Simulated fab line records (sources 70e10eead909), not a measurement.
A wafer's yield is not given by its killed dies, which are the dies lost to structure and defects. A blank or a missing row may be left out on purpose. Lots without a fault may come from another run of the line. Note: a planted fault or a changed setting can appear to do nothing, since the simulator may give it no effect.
Struck lot and sound lot, side by side -- flow nand_harc -- 14 out of 1302 route steps
Sound: wafers L758.1, L758.3, L758.6. Struck: wafer L750.6; the same lot's L750.1 was not struck, so it is left out; see the end for the cause.
Per side, at each step with rows, come the tool, then ch with its chambers, and then its first start. Under that, the readings that differ: sound wafers -- struck wafers -- difference of the means -- sigmas: that difference in standard deviations of wafers without a fault.
alike: same words and numbers on both sides, and readings whose means sit less than 2 such deviations apart. not compared: any withheld reading, any reading some wafer has no value for, any bound like >300 that may hide the same value, and any number with overlapping values for which the record gives no deviation.
Wherever a step has rows on one side only, a row that says differs or no value, or a row with sigmas, the two part there. Numbers that have no deviation but don't overlap get no sigmas and don't part them. A reading missing from all wafers of one side parts the sides only when that side holds two or more wafers.

first, 2 steps without rows for these wafers: NHARC_A_SOURCE_PLATE_SRD_01; NHARC_A_SOURCE_PLATE_OXIDE_02 (material SiO2, target thk 10 nm, ox time 1362 s).
NHARC_A_SOURCE_PLATE_THK_MEAS_09: measures by ellipsometry.
  sound: film_metro-02 at day 13 21:44; struck: film_metro-02 at day 10 12:56
  alike: thk_nm
then, 3 steps without rows for these wafers: NHARC_A_SOURCE_PLATE_PVD_04 (deposits WSi2, target thk 50 nm); NHARC_A_SOURCE_PLATE_CVD_03 (deposits poly-Si, target thk 200 nm, time 4000 s); NHARC_A_SOURCE_PLATE_ANNEAL_05 (time 1800 s).
NHARC_A_SOURCE_PLATE_THK_MEAS_06: measures by ellipsometry.
  sound: film_metro-01 at day 14 11:38; struck: film_metro-01 at day 11 01:53
  alike: thk_nm
NHARC_A_SOURCE_PLATE_INSPECT_08:
  sound: defect_inspect-01 at day 14 11:43; struck: defect_inspect-01 at day 11 02:00
  alike: raw_defect_count
then, 1 step without rows for these wafers: NHARC_A_ONON_D1_DEP_00 (target thk 1000 nm).
NHARC_A_ONON_D1_THK_MEAS_02: measures by ellipsometry.
  sound: film_metro-01 at day 14 12:19; struck: film_metro-02 at day 11 02:34
  alike: thk_nm
NHARC_A_ONON_D1_DEP_03: target thk 1000 nm.
  sound on pecvd_onon-03 ch 0, day 14 12:23; struck on pecvd_onon-01 ch 0, day 11 02:38
NHARC_A_ONON_D1_THK_MEAS_05: measures by ellipsometry.
  sound: film_metro-02 at day 14 12:53; struck: film_metro-02 at day 11 03:08
reading,sound,struck,difference,sigmas
thk_nm (nm),997 996 995,1574,+578,+67
then, 1 step without rows for these wafers: NHARC_A_ONON_D1_DEP_06 (target thk 1000 nm).
-- record jumps: 17 days between struck wafers' starts before vs after; left off in module A_ONON_D1, resumes in module END, first step shown is number 1302 of the route --
NHARC_END_SORT_01:
  here the record holds rows for the struck wafers (prober-02 ch 0, day 27 18:02) but none for the sound ones

== WHERE THEY PART ==
Last at NHARC_END_SORT_01 as far as this record goes, first at NHARC_A_ONON_D1_THK_MEAS_05.

WHY: what the simulator had put in
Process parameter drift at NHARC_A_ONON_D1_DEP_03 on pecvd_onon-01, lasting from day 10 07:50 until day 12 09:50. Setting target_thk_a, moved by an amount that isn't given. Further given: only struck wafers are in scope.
